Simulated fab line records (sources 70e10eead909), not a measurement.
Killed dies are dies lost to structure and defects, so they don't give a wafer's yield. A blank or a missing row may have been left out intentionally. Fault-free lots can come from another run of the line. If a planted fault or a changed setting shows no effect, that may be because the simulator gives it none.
fab line records ; flow nandHarc
[record] lots = 5; wafers = 13; lastDay = 25
route steps=1159 shown A_BLC@990 A_M0@994
lots that met no fault: from a run of the same line without faults
startH: hours from the record's opening day to when the first of the lot's shown wafers began ; waitH: how many hours have passed since the lot's step before this one ; " as in the row above ; L1.1+2: a row that stands for several wafers ; - value missing, or start not given ; * or withheld: withheld ; < > ~ a bound
route shown NAME@n: names a module that has steps shown in the file, with the first one's number in the route ; usual: the fault-free wafers' mean and standard deviation ; same: alike in all rows ; chamber/n: place in a boat ; sites: each site's reading ; _std_site: how widely they spread, as a standard deviation ; _edge_site: mean of outer sites minus mean of inner sites ; radiusMm: for every site, how far away it sits from the centre of the wafer ; mask NAME#n: copy n ; behind: tool/chamber where the wafer was last shaped ; hold: what put the lot on hold/how long, in hours/how the hold closed ; device: the n, p or np transistor that did not switch ; end of line: the same wafers' tests at the end of the route ; a step given without rows: its recipe and nothing more ; killed: dies lost to structure and defects at the first sort, not the wafer's yield ; map: dies across one wafer; x = killed, . = not, _ = none there
set.NAME: the setting as run; set.NAME@STEP: as run at that earlier step ; model.NAME: the simulator's own value behind a step, which no gauge read
a table for each step, a row for each wafer; lots at some steps of the route
services: when a tool's chamber went out of use (startH, in hours from the record's first day, below 0 if earlier), for how many hours, and the reason
[[steps]]
[step NHARC_A_BLC_CMP_25]
[recipe] tOverpolishS = 30; targetThkNm = 150
[usual] motorCurrentA = 11.9/1.1; overpolishRunS = 30.000/0.0091; timeToEndpointS = 30.1/2.5
[same] tOverpolishS = 30
lot.wafer;tool;chamber;startH;waitH;motorCurrentA;overpolishRunS;timeToEndpointS
L590.4;cmp-03;3;407.47;0.2;12.3;30.015;33.9
L590.3;cmp-03;1;407.47;0.2;14.1;30.004;28.1
L590.2;cmp-03;2;407.47;0.2;11.2;29.991;36.8
L592.4;cmp-03;0;422.61;0.2;12.1;29.983;29.1
L592.2;cmp-03;1;422.61;0.2;13.5;29.997;26.0
L592.6;cmp-03;0;422.61;0.2;13.0;29.992;29.6
L593.6;cmp-01;0;430.29;0.2;12.3;30.001;31.2
L600.1;cmp-02;2;475.79;0.4;12.9;29.997;32.5
L600.3;cmp-02;3;475.79;0.4;11.2;30.002;30.9
L600.6;cmp-02;1;475.79;0.4;9.9;29.992;29.4
L610.3;cmp-02;3;535.15;0.2;11.3;29.987;25.3
L610.1;cmp-02;1;535.15;0.2;9.8;29.995;26.3
L610.4;cmp-02;2;535.15;0.2;12.4;30.007;30.1
[step NHARC_A_BLC_SRD_27]
[step NHARC_A_BLC_INSPECT_28]
[usual] rawDefectCount = 438/130
lot.wafer;tool;chamber;startH;waitH;rawDefectCount
L590.2;defectInspect-01;-;407.87;0.1;732
L590.3;defectInspect-01;-;407.87;0.1;816
L590.4;defectInspect-01;-;407.87;0.1;741
L592.2;defectInspect-02;-;423.01;0.1;324
L592.4;defectInspect-02;-;423.01;0.1;281
L592.6;defectInspect-02;-;423.01;0.1;339
L593.6;defectInspect-01;-;430.57;0.1;468
L600.1;defectInspect-02;-;476.15;0.1;442
L600.3;defectInspect-02;-;476.15;0.1;577
L600.6;defectInspect-02;-;476.15;0.1;370
L610.1;defectInspect-01;-;535.56;0.1;426
L610.3;defectInspect-01;-;535.56;0.1;476
L610.4;defectInspect-01;-;535.56;0.1;249
[step NHARC_A_M0_DEP_00]
[recipe] targetThkA = 1500; targetThkNm = 150; tempC = withheld; pressureTorr = 5; flowSccm = 200; rfW = 600; material = SiOC
[step NHARC_A_M0_DEHYDRATE_01]
[recipe] tempC = 150; timeS = 120
[step NHARC_A_M0_HMDS_02]
[recipe] timeS = 30
[step NHARC_A_M0_COAT_33]
[recipe] tempC = 200; timeS = 65
[step NHARC_A_M0_COAT_03]
[recipe] spinRpm = 1500; resistThkNm = 90
[step NHARC_A_M0_SOFTBAKE_04]
[recipe] tempC = 105; timeS = 55
[step NHARC_A_M0_EBR_05]
[step NHARC_A_M0_EXPOSE_06]
[recipe] na = 1.35; targetCdNm = 80; doseMj = 83.25; maskId = A_M0
[step NHARC_A_M0_PEB_07]
[recipe] pebTempC = 100; pebTimeS = 65
[usual] exhaustPa = 44.8/0.92; plateTempC = 99.97/0.14; resistLineTempC = 22.98/0.098
lot.wafer;tool;chamber;startH;waitH;exhaustPa;plateTempC;resistLineTempC
L590.2;lithoTrack-01;0;408.57;0.1;45.7;100.09;22.95
L590.3;lithoTrack-01;0;408.57;0.1;45.0;100.09;23.03
L590.4;lithoTrack-01;0;408.57;0.1;45.9;100.12;22.82
L592.2;lithoTrack-06;0;423.70;0.1;43.1;99.76;23.08
L592.4;lithoTrack-06;0;423.70;0.1;43.3;99.77;22.96
L592.6;lithoTrack-06;0;423.70;0.1;43.9;99.86;22.93
L593.6;lithoTrack-06;0;431.40;0.0;44.9;99.40;22.98
L600.1;lithoTrack-04;0;477.84;0.1;45.8;100.01;23.04
L600.3;lithoTrack-04;0;477.84;0.1;45.5;100.07;23.06
L600.6;lithoTrack-04;0;477.84;0.1;45.9;99.99;22.85
L610.1;lithoTrack-06;0;536.41;0.1;43.1;99.71;23.10
L610.3;lithoTrack-06;0;536.41;0.1;44.3;100.13;23.03
L610.4;lithoTrack-06;0;536.41;0.1;44.3;99.86;22.99
[step NHARC_A_M0_DEVELOP_08]
[recipe] developTimeS = 35; devTempC = 23
[step NHARC_A_M0_CD_MEAS_09]
[recipe] targetCdNm = 80; landingEnergyEv = 500
[usual] cdNm = 80.4/0.84
lot.wafer;tool;chamber;startH;waitH;cdNm
L590.2;cdSem-03;0;408.65;-;80.2
L590.3;cdSem-03;0;408.65;-;77.9
L590.4;cdSem-03;0;408.65;-;79.1
L592.2;cdSem-02;0;423.79;-;81.0
L592.4;cdSem-02;0;423.79;-;81.0
L592.6;cdSem-02;0;423.79;-;81.9
L593.6;cdSem-01;0;431.49;-;78.9
L600.1;cdSem-03;0;477.92;-;80.0
L600.3;cdSem-03;0;477.92;-;79.4
L600.6;cdSem-03;0;477.92;-;80.1
L610.1;cdSem-01;0;536.49;-;80.7
L610.3;cdSem-01;0;536.49;-;80.6
L610.4;cdSem-01;0;536.49;-;81.6
[step NHARC_A_M0_OVL_MEAS_10]
[recipe] pitchNm = 160
[usual] overlayXNm = 0.1/0.79; overlayYNm = -0.1/0.86
lot.wafer;tool;chamber;startH;waitH;overlayXNm;overlayYNm
L590.2;overlay-02;-;408.73;-;1.4;0.9
L590.3;overlay-02;-;408.73;-;1.0;0.9
L590.4;overlay-02;-;408.73;-;1.3;1.1
L592.2;overlay-01;-;423.87;-;0.3;-0.7
L592.4;overlay-01;-;423.87;-;0.6;-0.5
L592.6;overlay-01;-;423.87;-;0.4;-0.7
L593.6;overlay-01;-;431.56;-;-0.8;-1.6
L600.1;overlay-01;-;478.00;-;1.0;1.3
L600.3;overlay-01;-;478.00;-;0.9;1.7
L600.6;overlay-01;-;478.00;-;0.1;1.6
L610.1;overlay-02;-;536.58;-;0.0;0.5
L610.3;overlay-02;-;536.58;-;0.2;0.9
L610.4;overlay-02;-;536.58;-;0.4;0.6
[step NHARC_A_M0_INSPECT_11]
[usual] rawDefectCount = 31/14
lot.wafer;tool;chamber;startH;waitH;rawDefectCount
L590.2;defectInspect-01;-;408.77;0.0;15
L590.3;defectInspect-01;-;408.77;0.0;9
L590.4;defectInspect-01;-;408.77;0.0;9
L592.2;defectInspect-02;-;423.91;0.0;13
L592.4;defectInspect-02;-;423.91;0.0;8
L592.6;defectInspect-02;-;423.91;0.0;13
L593.6;defectInspect-01;-;431.60;0.0;25
L600.1;defectInspect-01;-;478.04;0.0;46
L600.3;defectInspect-01;-;478.04;0.0;41
L600.6;defectInspect-01;-;478.04;0.0;36
L610.1;defectInspect-02;-;536.61;0.0;41
L610.3;defectInspect-02;-;536.61;0.0;54
L610.4;defectInspect-02;-;536.61;0.0;39
[step NHARC_A_M0_DESCUM_14]
[recipe] timeS = 3; o2FlowSccm = 200; arFlowSccm = 0; biasPowerW = 0; chemistry = O2
[usual] drypumpMotorCurrentA = 5.9/0.46; oesProductAu = 0.998/0.0094; rfVppV = 58.0/0.79; showerheadPlenumPTorr = 1.94/0.062; throttleValvePct = 11.311/0.0088
lot.wafer;tool;chamber;startH;waitH;drypumpMotorCurrentA;oesProductAu;rfHoursCounterH;rfVppV;showerheadPlenumPTorr;throttleValvePct;model.A_M0.cdNm
L590.3;rieDiel-13;1;408.83;0.1;5.4;0.986;11;57.8;1.97;11.318;77.76
L590.2;rieDiel-13;0;408.83;0.1;5.3;0.996;10;57.8;1.95;11.302;79.24
L590.4;rieDiel-13;0;408.83;0.1;5.3;1.002;-;58.4;1.95;11.314;78.53
L592.2;rieDiel-11;3;423.97;0.1;5.8;0.995;2;58.0;1.97;11.310;81.51
L592.4;rieDiel-11;1;423.97;0.1;6.1;0.979;2;58.6;1.93;11.311;80.87
L592.6;rieDiel-11;0;423.97;0.1;6.0;1.009;-;56.4;1.97;11.313;81.57
L593.6;rieDiel-01;3;431.70;0.1;5.6;0.986;-;57.3;1.94;11.316;78.48
L600.1;rieDiel-01;1;478.12;0.1;6.1;1.010;13;57.6;2.03;11.305;79.87
L600.3;rieDiel-01;2;478.12;0.1;5.9;0.999;11;58.1;1.99;11.314;79.21
L600.6;rieDiel-01;3;478.12;0.1;5.6;0.993;-;58.9;1.94;11.306;80.48
L610.1;rieDiel-11;3;536.67;0.1;5.8;0.996;10;57.9;1.96;11.306;81.25
L610.4;rieDiel-11;1;536.67;0.1;6.1;0.994;9;56.5;1.93;11.307;81.92
L610.3;rieDiel-11;2;536.67;0.1;6.5;0.998;9;57.0;1.90;11.315;81.03
[step NHARC_A_M0_ETCH_34]
[recipe] targetDepthA = 400; overetchA = 120; timeS = 43.94; ionEnergyEv = 200; n2FlowSccm = 150; h2FlowSccm = 150; arFlowSccm = 0; rfW = 400; biasW = 150; chemistry = N2/H2
[usual] drypumpMotorCurrentA = 5.9/0.45; oesProductAu = 0.999/0.0097; rfFwdPowerW = 395.0/2.1; rfVppV = 431.5/2; showerheadPlenumPTorr = 2.07/0.067; throttleValvePct = 14.171/0.008
lot.wafer;tool;chamber;startH;waitH;drypumpMotorCurrentA;oesProductAu;rfFwdPowerW;rfHoursCounterH;rfVppV;showerheadPlenumPTorr;throttleValvePct
L590.2;rieDiel-13;1;408.94;0.1;5.4;0.993;392.1;11;433.9;2.10;14.167
L590.3;rieDiel-13;2;408.94;0.1;6.5;0.996;395.3;10;428.6;1.96;14.168
L590.4;rieDiel-13;2;408.94;0.1;6.5;1.001;396.9;-;429.5;1.96;14.164
L592.2;rieDiel-11;0;424.06;0.1;6.0;1.002;396.7;2;433.5;2.10;14.180
L592.4;rieDiel-11;3;424.06;0.1;5.8;0.992;396.8;2;433.3;2.10;14.170
L592.6;rieDiel-11;1;424.06;0.1;6.1;0.977;393.8;-;431.2;2.06;14.157
L593.6;rieDiel-01;3;431.77;0.1;5.6;1.009;394.2;-;432.4;2.07;14.172
L600.3;rieDiel-01;1;478.19;0.1;6.1;1.018;392.5;13;434.4;2.17;14.170
L600.1;rieDiel-01;2;478.19;0.1;5.9;0.996;396.3;11;433.4;2.12;14.161
L600.6;rieDiel-01;1;478.19;0.1;6.1;1.015;393.2;-;434.4;2.17;14.172
L610.4;rieDiel-11;3;536.76;0.1;5.8;1.000;395.0;10;432.2;2.10;14.172
L610.1;rieDiel-11;1;536.76;0.1;6.1;0.997;395.1;9;431.1;2.06;14.161
L610.3;rieDiel-11;2;536.76;0.1;6.6;0.996;391.9;9;430.4;2.03;14.178
[step NHARC_A_M0_ETCH_15]
[recipe] targetDepthA = 1500; overetchA = 150; timeS = 82.5; c4f8FlowSccm = withheld; arFlowSccm = 400; rfW = 600; biasW = 300; chemistry = C4F8/Ar
[usual] oesProductAu = 0.956/0.02; rfFwdPowerW = 595.2/2.5; rfVppV = 441.7/2
lot.wafer;tool;chamber;startH;waitH;oesProductAu;rfFwdPowerW;rfHoursCounterH;rfVppV;model.A_M0.cdNm
L590.2;rieDiel-13;1;-;-;0.958;591.7;11;442.9;79.02
L590.3;rieDiel-13;2;-;-;0.950;595.8;10;437.8;78.2
L590.4;rieDiel-13;2;-;-;0.962;595.9;-;438.5;79.14
L592.4;rieDiel-11;2;-;-;0.994;591.4;2;441.1;81
L592.2;rieDiel-11;3;-;-;0.962;596.0;2;442.2;81.93
L592.6;rieDiel-11;2;-;-;0.986;591.0;-;441.4;81.33
L593.6;rieDiel-01;2;-;-;0.931;598.7;-;443.0;78.24
L600.3;rieDiel-01;3;-;-;0.911;598.4;13;441.7;79.23
L600.1;rieDiel-01;0;-;-;0.912;596.4;13;438.3;80.17
L600.6;rieDiel-01;2;-;-;0.963;594.0;-;441.9;80.96
L610.3;rieDiel-11;0;-;-;0.951;595.9;10;441.7;81.12
L610.1;rieDiel-11;1;-;-;0.970;595.1;9;441.7;80.88
L610.4;rieDiel-11;2;-;-;0.969;593.2;9;440.9;81.95
[step NHARC_A_M0_CD_MEAS_16]
[usual] cdNm = 80.6/0.99
lot.wafer;tool;chamber;startH;waitH;cdNm
L590.2;cdSem-03;-;409.18;-;78.9
L590.3;cdSem-03;-;409.18;-;78.5
L590.4;cdSem-03;-;409.18;-;79.8
L592.2;cdSem-01;-;424.27;-;82.0
L592.4;cdSem-01;-;424.27;-;81.2
L592.6;cdSem-01;-;424.27;-;81.3
L593.6;cdSem-03;-;431.97;-;78.5
L600.1;cdSem-01;-;478.40;-;80.3
L600.3;cdSem-01;-;478.40;-;79.0
L600.6;cdSem-01;-;478.40;-;81.1
L610.1;cdSem-02;-;536.97;-;80.7
L610.3;cdSem-02;-;536.97;-;81.2
L610.4;cdSem-02;-;536.97;-;81.9
[[services]]
tool;chamber;startH;hours;kind
rieDiel-13;3;386.13;44.7;repair
rieDiel-13;0;392.15;6.9;repair
rieDiel-01;2;395.12;9.2;repair
rieDiel-11;2;408.79;3.9;repair
rieDiel-01;2;416.40;4.7;repair
rieDiel-01;-;416.71;0.8;repair
rieDiel-01;-;420.57;4.6;repair
rieDiel-13;2;430.34;10.0;repair
lithoTrack-01;-;443.00;7.0;pm
cmp-02;-;447.64;4.0;pm
rieDiel-13;-;453.00;9.0;pm
cmp-03;-;453.98;4.0;pm
rieDiel-13;1;465.92;23.7;repair
lithoTrack-06;-;467.00;7.0;pm
rieDiel-13;0;467.41;1.6;repair
rieDiel-13;2;481.73;11.1;repair
rieDiel-11;0;484.65;2.8;repair
rieDiel-01;-;490.44;0.9;repair
rieDiel-01;-;491.81;9.0;pm
rieDiel-11;1;495.22;5.8;repair
rieDiel-11;-;505.03;1.0;repair
cmp-02;-;513.57;1.5;repair
cmp-03;-;517.08;0.3;repair
rieDiel-01;2;520.80;3.5;repair
[[key]]
[firstSign] step = NHARC_A_M0_PEB_07; reading = plateTempC; direction = down; sigmas = 4.1; usual = *; struck = *
effect none on later readings
[modelEffect] step = NHARC_A_M0_DESCUM_14; value = A_M0.cdNm; without = 80.51; struck = 78.48
[modelEffect] step = NHARC_A_M0_ETCH_15; value = A_M0.cdNm; without = 80.27; struck = 78.24
metAt NHARC_A_M0_PEB_07
struckWafers L593.6
onsetBetween 423.70 431.40
[fault] kind = processParameterDrift; tool = lithoTrack-06; chamber = -; onsetH = 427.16; steps = NHARC_A_M0_PEB_07; channel = pebTempC; offset = *; shape = step; endH = 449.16; actsIn = *; stated = *
